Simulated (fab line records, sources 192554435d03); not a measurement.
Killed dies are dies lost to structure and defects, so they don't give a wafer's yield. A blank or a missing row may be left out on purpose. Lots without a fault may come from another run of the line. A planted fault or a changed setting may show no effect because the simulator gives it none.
fab line records | flow n5_finfet
record lots=4 wafers=12 last_day=18
route steps=1938 shown BEOL_M4@1099 BEOL_M5@1112 BEOL_M11@1536 PASSIVATION@1936
lots that met no fault: from a run of the same line without faults
start_h: hours from the record's first day to the start of the lot's first wafer shown | wait_h: hours since the lot's step before | " the same as in the row above | L1.1+2: a row that stands for several wafers | - no value, or no start given | * or withheld: withheld | < > ~ a bound
route shown NAME@n: a module of which the file shows steps, and the number in the route of the first | usual: mean/standard deviation of fault-free wafers | same: alike in all rows | chamber/n: place in a boat | sites: the reading at each site | _std_site: their standard deviation | _edge_site: outer sites' mean less inner sites' | radius_mm: how far each site lies from the wafer's centre | mask NAME#n: copy n | behind: the tool/chamber that last shaped the wafer | hold: why the lot was held/for how many hours/how that ended | device: the transistor (n, p or np) that didn't switch | end of line: the same wafers' tests at the end of the route | a step without rows: its recipe alone | killed: dies lost to structure and defects at the first sort, not the wafer's yield | map: a wafer's dies, x killed, . not, _ none there
set.NAME: the setting as run; set.NAME@STEP: as run at that earlier step | model.NAME: the simulator's own value behind a step, which no gauge read
lots at some steps of the route; a table a step, a row a wafer
services: from which hour (start_h, from the record's first day; less than 0 if before it) a tool's chamber was out of use, for how many hours, and why
## steps
# step N5_BEOL_M4_ANNEAL_95
# recipe temp_c=400 time_s=240 ambient=vacuum
# step N5_BEOL_M4_SPUTTER_96
# recipe material=Cu target_thk_a=45 temp_c=-20 chamber_pressure_pa=0.07 power_w=withheld time_s=8.29
# step N5_BEOL_M4_ECD_50
# recipe material=Cu target_thk_a=3000
# step N5_BEOL_M4_ANNEAL_51
# recipe temp_c=225 time_s=90 ambient=N2
# step N5_BEOL_M4_CMP_52
# recipe stop_on=SiOC t_overpolish_s=6.8 down_force_psi=1 platen_rpm=50 clearing_platen_down_force_psi=1.5 clearing_platen_rpm=50 post_cmp_clean=cu_alkaline target_thk_nm=40 clearing_platen_pad_velocity_m_s=0.99484 pad_velocity_m_s=0.99484
# step N5_BEOL_M4_PRE_CLEAN_60
# recipe gas=NH3/H2 time_s=15 temp_c=* rf_power_w=300
# step N5_BEOL_M4_CO_CAP_55
# recipe material=Co target_thk_a=20 temp_c=200 precursor=CCTBA/H2 pressure_torr=30 time_s=102.1
# step N5_BEOL_M4_PRE_CLEAN_56
# recipe gas=NH3 time_s=15 temp_c=withheld rf_power_w=300
# step N5_BEOL_M4_DEP_57
# recipe material=SiCN target_thk_a=80 temp_c=withheld precursor=3MS/NH3 pressure_torr=3 rf_w=202 time_s=14
# step N5_BEOL_M4_RC_MEAS_101
# usual DIBL_N=36.3/1.6 DIBL_P=36.5/1.6 IOFF_N=0.163/0.026 IOFF_P=0.22/0.033 ION_N=676/9.9 ION_P=464/6.5 SS_N=71.5/0.5 SS_P=73.3/0.64 VT_N=249.3/2.9 VT_P=-250/3.2
# columns lot.wafer tool chamber start_h wait_h DIBL_N[mV/V] DIBL_P[mV/V] IOFF_N[nA/um] IOFF_P[nA/um] ION_N[uA/um] ION_P[uA/um] SS_N[mV/dec] SS_P[mV/dec] VT_N[mV] VT_P[mV]
L988.2 prober-01 0 225.02 0.5 37.6 37.2 0.177 0.27 676 470 71.9 73.7 249.2 -244
L988.3 " 0 " " 38.8 38.8 0.200 0.31 682 468 72.0 73.7 247.6 -244
L988.5 " 0 " " 37.2 36.7 0.164 0.27 666 466 72.2 73.2 250.9 -244
L999.4 prober-01 0 283.08 0.5 37.4 36.6 0.164 0.23 691 472 71.9 72.7 245.5 -246
L999.5 " 0 " " 37.8 36.6 0.180 0.22 690 474 71.4 72.9 244.9 -247
L999.6 " 0 " " 37.0 35.2 0.155 0.20 674 466 72.0 72.9 251.6 -248
L998.2 prober-01 0 287.39 0.2 38.8 38.5 0.192 0.26 680 466 71.7 73.6 248.1 -248
L998.3 " 0 " " 38.7 38.9 0.184 0.25 670 465 72.1 73.6 247.4 -249
L998.5 " 0 " " 38.1 38.0 0.178 0.23 683 469 71.0 74.0 248.4 -249
L104.2 prober-01 0 320.63 0.2 36.4 35.6 0.161 0.23 686 466 72.0 73.8 247.9 -248
L104.3 " 0 " " 36.5 35.7 0.180 0.24 687 467 71.3 73.3 248.0 -247
L104.5 " 0 " " 37.7 36.8 0.195 0.25 691 467 72.5 74.8 244.9 -246
# step N5_BEOL_M5_ILD_DEP_00
# recipe material=SiCOH_lowk target_thk_a=1406.4 temp_c=300 precursor=DEMS/porogen pressure_torr=5 rf_w=500 time_s=25.9
# step N5_BEOL_M5_CURE_79
# recipe temp_c=385 time_s=240 ambient=He/Ar material=SiCOH_lowk
# step N5_BEOL_M5_PECVD_70
# recipe material=SiO2 target_thk_a=160 temp_c=400 precursor=TEOS/O2 pressure_torr=5.5 rf_w=450 teos_flow_sccm=53.8 gas=O2 flow_sccm=3000 time_s=18
# step N5_BEOL_M5_HM_DEP_02
# recipe material=TiN target_thk_a=200 temp_c=25 chamber_pressure_pa=0.49996
# step N5_BEOL_M5_COAT_59
# recipe resist=SOC temp_c=250 time_s=60 spin_rpm=1500 resist_thk_nm=60
# step N5_BEOL_M5_COAT_60
# recipe resist=SiARC temp_c=220 time_s=60 spin_rpm=1500 resist_thk_nm=12
# step N5_BEOL_M5_COAT_71
# recipe resist=underlayer temp_c=205 time_s=60 spin_rpm=1500 resist_thk_nm=5
# step N5_BEOL_M5_COAT_05
# recipe resist=CAR-EUV spin_rpm=1500 resist_thk_nm=30
# step N5_BEOL_M5_EBR_07
# recipe solvent=PGMEA ebr_width_mm=1.5
# step N5_BEOL_M5_SOFTBAKE_06
# recipe temp_c=110 time_s=60 resist=CAR-EUV
# step N5_BEOL_M5_EXPOSE_08
# recipe mask_id=M5 na=0.33 source_shape=annular sigma_inner=0.4 sigma_outer=0.8 polarization=unpolarized target_cd_nm=28 dose_mj=35.75
# step N5_BEOL_M5_PEB_09
# recipe peb_temp_c=100 peb_time_s=60 resist=CAR-EUV
# step N5_BEOL_M5_DEVELOP_10
# recipe develop_time_s=30 developer=TMAH resist=CAR-EUV rinse_liquid=surfactant_rinse dry=air_spin dev_temp_c=23
# step N5_BEOL_M5_DESCUM_16
# recipe chemistry=O2 time_s=7 source_power_w=50 bias_power_w=20 pressure_mtorr=20 rf_frequency_hz=2.712e+07 temp_c=40 resist=CAR-EUV o2_flow_sccm=225
# step N5_BEOL_M5_ETCH_72
# recipe chemistry=N2/H2 target=underlayer target_depth_a=65 mask_material=CAR-EUV time_s=5.2 ion_energy_ev=200 pressure_mtorr=30 source_w=840 bias_w=150 n2_flow_sccm=200 h2_flow_sccm=200 ends=cleared
# step N5_BEOL_M5_ETCH_61
# recipe chemistry=CF4 target=SiARC target_depth_a=156 mask_material=CAR-EUV time_s=26 ion_energy_ev=80 pressure_mtorr=40 source_w=545 bias_w=36 Ar_flow_sccm=100 cf4_flow_sccm=100 ends=cleared
# step N5_BEOL_M5_ETCH_62
# recipe chemistry=N2/H2 target=SOC target_depth_a=750 overetch_a=150 mask_material=SiARC temp_c=40 time_s=112.5 ion_energy_ev=200 pressure_mtorr=30 source_w=840 bias_w=150 n2_flow_sccm=200 h2_flow_sccm=200
# step N5_BEOL_M5_STRIP_63
# recipe chemistry=N2/H2 temp_c=40 n2_flow_sccm=200 h2_flow_sccm=200 rf_frequency_hz=6e+07
# step N5_BEOL_M5_STRIP_73
# recipe chemistry=N2/H2 temp_c=40 n2_flow_sccm=200 h2_flow_sccm=200 rf_frequency_hz=6e+07
# step N5_BEOL_M5_STRIP_64
# recipe chemistry=CF4 resist=SiARC power_w=300 bias_power_w=75 pressure_mtorr=50 cf4_flow_sccm=150 rf_frequency_hz=6e+07
# step N5_BEOL_M5_HM_OPEN_17
# recipe chemistry=Cl2/BCl3 target_depth_a=200 overetch_a=60 target=TiN mask_material=SOC ion_energy_ev=150 pressure_mtorr=10 icp_w=1000 bias_w=126 Cl2_flow_sccm=53.25 bcl3_flow_sccm=21.75 Ar_flow_sccm=25
# step N5_BEOL_M5_STRIP_19
# recipe chemistry=O2 power_w=400 temp_c=40 pressure_mtorr=30 rf_frequency_hz=6e+07 bias_power_w=0 overash_fraction=0.2 o2_flow_sccm=225
# step N5_BEOL_M5_COAT_65
# recipe resist=SOC temp_c=250 time_s=60 spin_rpm=1500 resist_thk_nm=60
# step N5_BEOL_M5_COAT_66
# recipe resist=SiARC temp_c=220 time_s=60 spin_rpm=1500 resist_thk_nm=12
# step N5_BEOL_M11_ILD_DEP_00
# recipe material=SiCOH_lowk target_thk_a=3085.1 temp_c=300 precursor=DEMS/porogen pressure_torr=5 rf_w=500 time_s=58
# usual chamber_pressure_Torr=5.000/0.011 heater_power_outer_w=144/23 heater_power_w=309/37 rf_fwd_power_W=496.5/1.7 showerhead_plenum_p_Torr=5.737/0.015 throttle_valve_pct=14.2/1
# columns lot.wafer tool chamber start_h wait_h chamber_pressure_Torr heater_power_outer_w heater_power_w rf_fwd_power_W showerhead_plenum_p_Torr throttle_valve_pct
L988.2 pecvd-04 2 286.02 0.0 4.989 139 293 492.0 5.723 13.5
L988.3 " 1 " " 4.993 169 366 497.1 5.753 13.4
L988.5 " 2 " " 4.997 151 293 493.5 5.719 13.4
L999.4 pecvd-04 0 344.71 0.1 - - - - - -
L999.5 " 1 " " - - - - - -
L999.6 " 2 " " - - - - - -
L998.2 pecvd-04 1 345.27 0.0 - - - - - -
L998.3 " 2 " " - - - - - -
L998.5 " 1 " " - - - - - -
L104.2 pecvd-03 2 372.87 0.0 5.014 151 296 497.8 5.736 12.7
L104.3 " 0 " " 4.998 154 348 496.2 5.758 13.4
L104.5 " 2 " " 5.000 156 317 499.2 5.737 12.7
# step N5_BEOL_M11_OCD_MEAS_38
# usual trench_depth_nm=148.9/1.8
# columns lot.wafer tool chamber start_h wait_h trench_depth_nm
L988.2 ocd-02 - 289.27 - 150.4
L988.3 " - " " 146.7
L988.5 " - " " 150.9
L998.2 ocd-01 - 350.88 - -
L998.3 " - " " -
L998.5 " - " " -
L999.4 ocd-02 - 351.05 - -
L999.5 " - " " -
L999.6 " - " " -
L104.2 ocd-02 - 377.52 - 146.9
L104.3 " - " " 145.6
L104.5 " - " " 149.5
# step N5_PASSIVATION_PROBE_49
# usual defect_limited_yield=91.2/1.5 killed_at_M0_to_M3=32/9.6 killed_at_M4_up=13/5.3 killed_at_contacts=13/6.7 killed_at_front_end=42/11 killed_at_other=3.8/2.9 killed_dies=103/17 killed_on_rim=14/4.4 killed_open=67/13 killed_short=35/7.9 sort_bin_5_function=5.2/0.94 sort_bin_6_memory=3.3/0.64 sort_n_pass=1077/17 sort_yield_pct=91.2/1.5
# same gross_dies=1180 killed_at_back_side=0 sort_bin_4_leakage[%]=0 sort_bin_8_speed[%]=0
# columns lot.wafer tool chamber start_h wait_h defect_limited_yield[%] killed_at_M0_to_M3 killed_at_M4_up killed_at_contacts killed_at_front_end killed_at_other killed_dies killed_on_rim killed_open killed_short sort_bin_5_function[%] sort_bin_6_memory[%] sort_n_pass sort_yield_pct[%]
L998.2 prober-02 - 412.32 0.1 0 6 1164 3 7 0 1180 152 13 5 75.9 2.8 0 0
L998.3 prober-02 - 412.37 0.1 0 3 1166 2 9 0 1180 152 11 4 71.3 3.3 0 0
L998.5 prober-02 - 412.47 0.2 0 6 1168 2 4 0 1180 152 11 5 72.5 3.3 0 0
L999.4 prober-02 - 414.81 0.2 0 11 1153 6 10 0 1180 152 18 12 75.5 2.2 0 0
L999.5 prober-02 - 414.86 0.2 0 5 1161 8 4 2 1180 152 16 6 73.0 2.9 0 0
L999.6 prober-02 - 414.91 0.3 0 9 1158 4 9 0 1180 152 18 6 75.3 2.5 0 0
# killed by level:class
L998.2 BEOL_M11:lost_pattern=1158 BEOL_M11:area_dep=4 STARTING-WAFER:geometric_particle:short=3 DUMMY_GATE:geometric_particle:open=2 BEOL_M3:geometric_particle:open=2 MOL_CONTACT_COAG:geometric_particle:open=2 STI_FIN_REVEAL:geometric_particle:open=1 MOL_CONTACT_COAG:geometric_particle:short=1
L998.3 BEOL_M11:lost_pattern=1158 BEOL_M11:area_dep=7 STI_FIN_REVEAL:geometric_particle:open=2 DUMMY_GATE:geometric_particle:open=2 GATE_CUT:geometric_particle:short=2 MOL_CONTACT_COAG:geometric_particle:open=2 ILD0:geometric_particle:open=1 BEOL_M0_SAQP:geometric_particle:short=1
L998.5 BEOL_M11:lost_pattern=1160 BEOL_M11:area_dep=4 BEOL_M0_SAQP:geometric_particle:open=3 FIN_SAQP:geometric_particle:open=2 BEOL_M0_SAQP:geometric_particle:short=2 BEOL_M4:geometric_particle:open=2 GATE_CUT:geometric_particle:short=1 MOL_CONTACT_COAG:geometric_particle:open=1
L999.4 BEOL_M11:lost_pattern=1148 MOL_CONTACT_COAG:geometric_particle:open=5 FIN_SAQP:geometric_particle:short=3 BEOL_M0_SAQP:geometric_particle:open=3 BEOL_M0_SAQP:geometric_particle:short=3 FIN_SAQP:geometric_particle:open=2 BEOL_M2:geometric_particle:open=2 GATE_CUT:geometric_particle:open=2
L999.5 BEOL_M11:lost_pattern=1153 MOL_CONTACT_COAG:geometric_particle:open=7 BEOL_M11:area_dep=5 FIN_SAQP:geometric_particle:short=2 BEOL_M2:geometric_particle:open=2 STI_FIN_REVEAL:geometric_particle:open=1 MOL_CONTACT_COAG:geometric_particle:short=1 BEOL_M0_SAQP:geometric_particle:short=1
L999.6 BEOL_M11:lost_pattern=1153 MOL_CONTACT_COAG:geometric_particle:open=4 BEOL_M2:geometric_particle:open=3 BEOL_M11:area_dep=3 FIN_SAQP:geometric_particle:short=2 GATE_CUT:geometric_particle:short=2 BEOL_M0_SAQP:geometric_particle:open=2 STARTING-WAFER:geometric_particle:open=2
# map L998.2 (x killed, . not)
_________________xxxxxxxxxxxx________________
______________xxxxxxxxxxxxxxxxxx_____________
___________xxxxxxxxxxxxxxxxxxxxxxxx__________
__________xxxxxxxxxxxxxxxxxxxxxxxxxx_________
________xxxxxxxxxxxxxxxxxxxxxxxxxxxxxx_______
_______xxxxxxxxxxxxxxxxxxxxxxxxxxxxxxxx______
______xxxxxxxxxxxxxxxxxxxxxxxxxxxxxxxxxx_____
_____xxxxxxxxxxxxxxxxxxxxxxxxxxxxxxxxxxxx____
____xxxxxxxxxxxxxxxxxxxxxxxxxxxxxxxxxxxxxx___
___xxxxxxxxxxxxxxxxxxxxxxxxxxxxxxxxxxxxxxxx__
___xxxxxxxxxxxxxxxxxxxxxxxxxxxxxxxxxxxxxxxx__
__xxxxxxxxxxxxxxxxxxxxxxxxxxxxxxxxxxxxxxxxxx_
__xxxxxxxxxxxxxxxxxxxxxxxxxxxxxxxxxxxxxxxxxx_
_xxxxxxxxxxxxxxxxxxxxxxxxxxxxxxxxxxxxxxxxxxxx
_xxxxxxxxxxxxxxxxxxxxxxxxxxxxxxxxxxxxxxxxxxxx
_xxxxxxxxxxxxxxxxxxxxxxxxxxxxxxxxxxxxxxxxxxxx
_xxxxxxxxxxxxxxxxxxxxxxxxxxxxxxxxxxxxxxxxxxxx
_xxxxxxxxxxxxxxxxxxxxxxxxxxxxxxxxxxxxxxxxxxxx
_xxxxxxxxxxxxxxxxxxxxxxxxxxxxxxxxxxxxxxxxxxxx
_xxxxxxxxxxxxxxxxxxxxxxxxxxxxxxxxxxxxxxxxxxxx
_xxxxxxxxxxxxxxxxxxxxxxxxxxxxxxxxxxxxxxxxxxxx
__xxxxxxxxxxxxxxxxxxxxxxxxxxxxxxxxxxxxxxxxxx_
__xxxxxxxxxxxxxxxxxxxxxxxxxxxxxxxxxxxxxxxxxx_
___xxxxxxxxxxxxxxxxxxxxxxxxxxxxxxxxxxxxxxxx__
___xxxxxxxxxxxxxxxxxxxxxxxxxxxxxxxxxxxxxxxx__
____xxxxxxxxxxxxxxxxxxxxxxxxxxxxxxxxxxxxxx___
_____xxxxxxxxxxxxxxxxxxxxxxxxxxxxxxxxxxxx____
______xxxxxxxxxxxxxxxxxxxxxxxxxxxxxxxxxx_____
_______xxxxxxxxxxxxxxxxxxxxxxxxxxxxxxxx______
________xxxxxxxxxxxxxxxxxxxxxxxxxxxxxx_______
__________xxxxxxxxxxxxxxxxxxxxxxxxxx_________
___________xxxxxxxxxxxxxxxxxxxxxxxx__________
______________xxxxxxxxxxxxxxxxxx_____________
_________________xxxxxxxxxxxx________________
# map L999.4 (x killed, . not)
_________________xxxxxxxxxxxx________________
______________xxxxxxxxxxxxxxxxxx_____________
___________xxxxxxxxxxxxxxxxxxxxxxxx__________
__________xxxxxxxxxxxxxxxxxxxxxxxxxx_________
________xxxxxxxxxxxxxxxxxxxxxxxxxxxxxx_______
_______xxxxxxxxxxxxxxxxxxxxxxxxxxxxxxxx______
______xxxxxxxxxxxxxxxxxxxxxxxxxxxxxxxxxx_____
_____xxxxxxxxxxxxxxxxxxxxxxxxxxxxxxxxxxxx____
____xxxxxxxxxxxxxxxxxxxxxxxxxxxxxxxxxxxxxx___
___xxxxxxxxxxxxxxxxxxxxxxxxxxxxxxxxxxxxxxxx__
___xxxxxxxxxxxxxxxxxxxxxxxxxxxxxxxxxxxxxxxx__
__xxxxxxxxxxxxxxxxxxxxxxxxxxxxxxxxxxxxxxxxxx_
__xxxxxxxxxxxxxxxxxxxxxxxxxxxxxxxxxxxxxxxxxx_
_xxxxxxxxxxxxxxxxxxxxxxxxxxxxxxxxxxxxxxxxxxxx
_xxxxxxxxxxxxxxxxxxxxxxxxxxxxxxxxxxxxxxxxxxxx
_xxxxxxxxxxxxxxxxxxxxxxxxxxxxxxxxxxxxxxxxxxxx
_xxxxxxxxxxxxxxxxxxxxxxxxxxxxxxxxxxxxxxxxxxxx
_xxxxxxxxxxxxxxxxxxxxxxxxxxxxxxxxxxxxxxxxxxxx
_xxxxxxxxxxxxxxxxxxxxxxxxxxxxxxxxxxxxxxxxxxxx
_xxxxxxxxxxxxxxxxxxxxxxxxxxxxxxxxxxxxxxxxxxxx
_xxxxxxxxxxxxxxxxxxxxxxxxxxxxxxxxxxxxxxxxxxxx
__xxxxxxxxxxxxxxxxxxxxxxxxxxxxxxxxxxxxxxxxxx_
__xxxxxxxxxxxxxxxxxxxxxxxxxxxxxxxxxxxxxxxxxx_
___xxxxxxxxxxxxxxxxxxxxxxxxxxxxxxxxxxxxxxxx__
___xxxxxxxxxxxxxxxxxxxxxxxxxxxxxxxxxxxxxxxx__
____xxxxxxxxxxxxxxxxxxxxxxxxxxxxxxxxxxxxxx___
_____xxxxxxxxxxxxxxxxxxxxxxxxxxxxxxxxxxxx____
______xxxxxxxxxxxxxxxxxxxxxxxxxxxxxxxxxx_____
_______xxxxxxxxxxxxxxxxxxxxxxxxxxxxxxxx______
________xxxxxxxxxxxxxxxxxxxxxxxxxxxxxx_______
__________xxxxxxxxxxxxxxxxxxxxxxxxxx_________
___________xxxxxxxxxxxxxxxxxxxxxxxx__________
______________xxxxxxxxxxxxxxxxxx_____________
_________________xxxxxxxxxxxx________________
## services
# columns tool chamber start_h hours kind
pecvd-04 - 300.67 1.8 repair
pecvd-03 0 333.37 5.5 scheduled_down
pecvd-03 0 347.29 2.1 scheduled_down
## key
first_sign step=N5_BEOL_M11_ILD_DEP_00 reading=tool_record direction=missing
effect step=N5_BEOL_M11_OCD_MEAS_38 reading=trench_depth_nm direction=missing
effect step=N5_PASSIVATION_PROBE_49 reading=killed_at_M4_up direction=up sigmas=99+ usual=13 struck=1162
met_at N5_BEOL_M11_ILD_DEP_00
struck_wafers L998.2,L998.3,L998.5,L999.4,L999.5,L999.6
later_rows_left_out L998.2,L998.3,L998.5,L999.4,L999.5,L999.6
onset_between 286.02 344.71
fault kind=skipped_step_whole tool=pecvd-04 chamber=- onset_h=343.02 steps=N5_BEOL_M11_ILD_DEP_00 scope=struck_lots_only
# later_rows_left_out: the simulator's readings of these wafers behind a module that went badly wrong aren't trusted and aren't shown, but for the sort
